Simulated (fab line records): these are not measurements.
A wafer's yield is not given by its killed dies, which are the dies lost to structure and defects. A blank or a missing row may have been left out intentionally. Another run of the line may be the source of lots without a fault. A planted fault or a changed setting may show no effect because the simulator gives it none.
Split-lot experiment :: flow n5Finfet :: route with 1938 steps; 7 lots, 39 wafers read

## THE SPLIT ITSELF
At N5_DUMMY_GATE_HM_DEP_06 (deposits SiNx from DCS/NH3, target thk 80 nm, time 5141 s), the setting timeS was moved away from the recipe's 5141 s on 24 of the 39 wafers read, by -52.5% to +35.5%. This setting was run at the recipe's value on the other wafers.

The reading comes from the split's own step.

## THE READING
SiNx_of_DUMMY_GATE_HM_DEP_06.thkNm (the simulator's own value, which no gauge read), in nm, at N5_DUMMY_GATE_HM_DEP_06 (deposits SiNx from DCS/NH3, target thk 80 nm, time 5141 s). There is no usual value for it anywhere in the file. Average 80.2 nm, standard deviation 0.71 nm, over the 15 wafers here run with the recipe.

wafer: L074.1
tool, chamber at the split: -, -
timeS as run, s: 5141
against the recipe: recipe
SiNx_of_DUMMY_GATE_HM_DEP_06.thkNm, nm: 79.8
against lot-mates on the recipe: -

wafer: L074.3
tool, chamber at the split: -, -
timeS as run, s: 5141
against the recipe: recipe
SiNx_of_DUMMY_GATE_HM_DEP_06.thkNm, nm: 79.8
against lot-mates on the recipe: -

wafer: L074.2
tool, chamber at the split: -, -
timeS as run, s: 5141
against the recipe: recipe
SiNx_of_DUMMY_GATE_HM_DEP_06.thkNm, nm: 79.4
against lot-mates on the recipe: -

wafer: L074.4
tool, chamber at the split: -, -
timeS as run, s: 5141
against the recipe: recipe
SiNx_of_DUMMY_GATE_HM_DEP_06.thkNm, nm: 79.6
against lot-mates on the recipe: -

wafer: L074.5
tool, chamber at the split: -, -
timeS as run, s: 5141
against the recipe: recipe
SiNx_of_DUMMY_GATE_HM_DEP_06.thkNm, nm: 80.2
against lot-mates on the recipe: -

wafer: L074.6
tool, chamber at the split: -, -
timeS as run, s: 5141
against the recipe: recipe
SiNx_of_DUMMY_GATE_HM_DEP_06.thkNm, nm: 78.8
against lot-mates on the recipe: -

wafer: L077.1
tool, chamber at the split: -, -
timeS as run, s: 2442
against the recipe: -52.5%
SiNx_of_DUMMY_GATE_HM_DEP_06.thkNm, nm: 37.6
against lot-mates on the recipe: no lot-mate on the recipe

wafer: L077.2
tool, chamber at the split: -, -
timeS as run, s: 2442
against the recipe: -52.5%
SiNx_of_DUMMY_GATE_HM_DEP_06.thkNm, nm: 38.2
against lot-mates on the recipe: no lot-mate on the recipe

wafer: L077.3
tool, chamber at the split: -, -
timeS as run, s: 2442
against the recipe: -52.5%
SiNx_of_DUMMY_GATE_HM_DEP_06.thkNm, nm: 38
against lot-mates on the recipe: no lot-mate on the recipe

wafer: L077.5
tool, chamber at the split: -, -
timeS as run, s: 2442
against the recipe: -52.5%
SiNx_of_DUMMY_GATE_HM_DEP_06.thkNm, nm: 38
against lot-mates on the recipe: no lot-mate on the recipe

wafer: L077.6
tool, chamber at the split: -, -
timeS as run, s: 2442
against the recipe: -52.5%
SiNx_of_DUMMY_GATE_HM_DEP_06.thkNm, nm: 38
against lot-mates on the recipe: no lot-mate on the recipe

wafer: L077.4
tool, chamber at the split: -, -
timeS as run, s: 2442
against the recipe: -52.5%
SiNx_of_DUMMY_GATE_HM_DEP_06.thkNm, nm: 37.8
against lot-mates on the recipe: no lot-mate on the recipe

wafer: L079.1
tool, chamber at the split: -, -
timeS as run, s: 2678
against the recipe: -47.9%
SiNx_of_DUMMY_GATE_HM_DEP_06.thkNm, nm: 43.4
against lot-mates on the recipe: no lot-mate on the recipe

wafer: L079.2
tool, chamber at the split: -, -
timeS as run, s: 2678
against the recipe: -47.9%
SiNx_of_DUMMY_GATE_HM_DEP_06.thkNm, nm: 43.4
against lot-mates on the recipe: no lot-mate on the recipe

wafer: L079.3
tool, chamber at the split: -, -
timeS as run, s: 2678
against the recipe: -47.9%
SiNx_of_DUMMY_GATE_HM_DEP_06.thkNm, nm: 42.6
against lot-mates on the recipe: no lot-mate on the recipe

wafer: L079.4
tool, chamber at the split: -, -
timeS as run, s: 2678
against the recipe: -47.9%
SiNx_of_DUMMY_GATE_HM_DEP_06.thkNm, nm: 42.8
against lot-mates on the recipe: no lot-mate on the recipe

wafer: L079.5
tool, chamber at the split: -, -
timeS as run, s: 2678
against the recipe: -47.9%
SiNx_of_DUMMY_GATE_HM_DEP_06.thkNm, nm: 42.2
against lot-mates on the recipe: no lot-mate on the recipe

wafer: L079.6
tool, chamber at the split: -, -
timeS as run, s: 2678
against the recipe: -47.9%
SiNx_of_DUMMY_GATE_HM_DEP_06.thkNm, nm: 42.4
against lot-mates on the recipe: no lot-mate on the recipe

wafer: L081.1
tool, chamber at the split: lpcvd-02, 0/15
timeS as run, s: 5141
against the recipe: recipe
SiNx_of_DUMMY_GATE_HM_DEP_06.thkNm, nm: 81.2
against lot-mates on the recipe: -

wafer: L081.2
tool, chamber at the split: lpcvd-02, 0/20
timeS as run, s: 5141
against the recipe: recipe
SiNx_of_DUMMY_GATE_HM_DEP_06.thkNm, nm: 80
against lot-mates on the recipe: -

wafer: L081.4
tool, chamber at the split: lpcvd-02, 0/29
timeS as run, s: 5141
against the recipe: recipe
SiNx_of_DUMMY_GATE_HM_DEP_06.thkNm, nm: 79.8
against lot-mates on the recipe: -

wafer: L082.1
tool, chamber at the split: -, -
timeS as run, s: 5141
against the recipe: recipe
SiNx_of_DUMMY_GATE_HM_DEP_06.thkNm, nm: 81
against lot-mates on the recipe: -

wafer: L082.2
tool, chamber at the split: -, -
timeS as run, s: 5141
against the recipe: recipe
SiNx_of_DUMMY_GATE_HM_DEP_06.thkNm, nm: 81.2
against lot-mates on the recipe: -

wafer: L082.6
tool, chamber at the split: -, -
timeS as run, s: 5141
against the recipe: recipe
SiNx_of_DUMMY_GATE_HM_DEP_06.thkNm, nm: 81.2
against lot-mates on the recipe: -

wafer: L082.3
tool, chamber at the split: -, -
timeS as run, s: 5141
against the recipe: recipe
SiNx_of_DUMMY_GATE_HM_DEP_06.thkNm, nm: 80.8
against lot-mates on the recipe: -

wafer: L082.4
tool, chamber at the split: -, -
timeS as run, s: 5141
against the recipe: recipe
SiNx_of_DUMMY_GATE_HM_DEP_06.thkNm, nm: 80.2
against lot-mates on the recipe: -

wafer: L082.5
tool, chamber at the split: -, -
timeS as run, s: 5141
against the recipe: recipe
SiNx_of_DUMMY_GATE_HM_DEP_06.thkNm, nm: 80.6
against lot-mates on the recipe: -

wafer: L092.1
tool, chamber at the split: -, -
timeS as run, s: 6965
against the recipe: +35.5%
SiNx_of_DUMMY_GATE_HM_DEP_06.thkNm, nm: 109
against lot-mates on the recipe: no lot-mate on the recipe

wafer: L092.4
tool, chamber at the split: -, -
timeS as run, s: 6965
against the recipe: +35.5%
SiNx_of_DUMMY_GATE_HM_DEP_06.thkNm, nm: 109
against lot-mates on the recipe: no lot-mate on the recipe

wafer: L092.2
tool, chamber at the split: -, -
timeS as run, s: 6965
against the recipe: +35.5%
SiNx_of_DUMMY_GATE_HM_DEP_06.thkNm, nm: 109.2
against lot-mates on the recipe: no lot-mate on the recipe

wafer: L092.6
tool, chamber at the split: -, -
timeS as run, s: 6965
against the recipe: +35.5%
SiNx_of_DUMMY_GATE_HM_DEP_06.thkNm, nm: 109.2
against lot-mates on the recipe: no lot-mate on the recipe

wafer: L092.3
tool, chamber at the split: -, -
timeS as run, s: 6965
against the recipe: +35.5%
SiNx_of_DUMMY_GATE_HM_DEP_06.thkNm, nm: 109.4
against lot-mates on the recipe: no lot-mate on the recipe

wafer: L092.5
tool, chamber at the split: -, -
timeS as run, s: 6965
against the recipe: +35.5%
SiNx_of_DUMMY_GATE_HM_DEP_06.thkNm, nm: 108.8
against lot-mates on the recipe: no lot-mate on the recipe

wafer: L096.1
tool, chamber at the split: -, -
timeS as run, s: 5943
against the recipe: +15.6%
SiNx_of_DUMMY_GATE_HM_DEP_06.thkNm, nm: 92.8
against lot-mates on the recipe: no lot-mate on the recipe

wafer: L096.2
tool, chamber at the split: -, -
timeS as run, s: 5943
against the recipe: +15.6%
SiNx_of_DUMMY_GATE_HM_DEP_06.thkNm, nm: 92.6
against lot-mates on the recipe: no lot-mate on the recipe

wafer: L096.6
tool, chamber at the split: -, -
timeS as run, s: 5943
against the recipe: +15.6%
SiNx_of_DUMMY_GATE_HM_DEP_06.thkNm, nm: 92.6
against lot-mates on the recipe: no lot-mate on the recipe

wafer: L096.3
tool, chamber at the split: -, -
timeS as run, s: 5943
against the recipe: +15.6%
SiNx_of_DUMMY_GATE_HM_DEP_06.thkNm, nm: 92
against lot-mates on the recipe: no lot-mate on the recipe

wafer: L096.4
tool, chamber at the split: -, -
timeS as run, s: 5943
against the recipe: +15.6%
SiNx_of_DUMMY_GATE_HM_DEP_06.thkNm, nm: 93
against lot-mates on the recipe: no lot-mate on the recipe

wafer: L096.5
tool, chamber at the split: -, -
timeS as run, s: 5943
against the recipe: +15.6%
SiNx_of_DUMMY_GATE_HM_DEP_06.thkNm, nm: 93
against lot-mates on the recipe: no lot-mate on the recipe

THE FIT
A straight line over all 39 wafers: SiNx_of_DUMMY_GATE_HM_DEP_06.thkNm changes by +0.8 nm for each +1% of timeS; r = +1.00; the points scatter about the line by 0.65 nm.
Too few moved wafers have a lot-mate on the recipe to fit a line with each lot's own level taken away.

## FILE'S OWN FIT
SiNx_of_DUMMY_GATE_HM_DEP_06.thkNm changes by +0.8 nm for each +1% of timeS, r = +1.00.
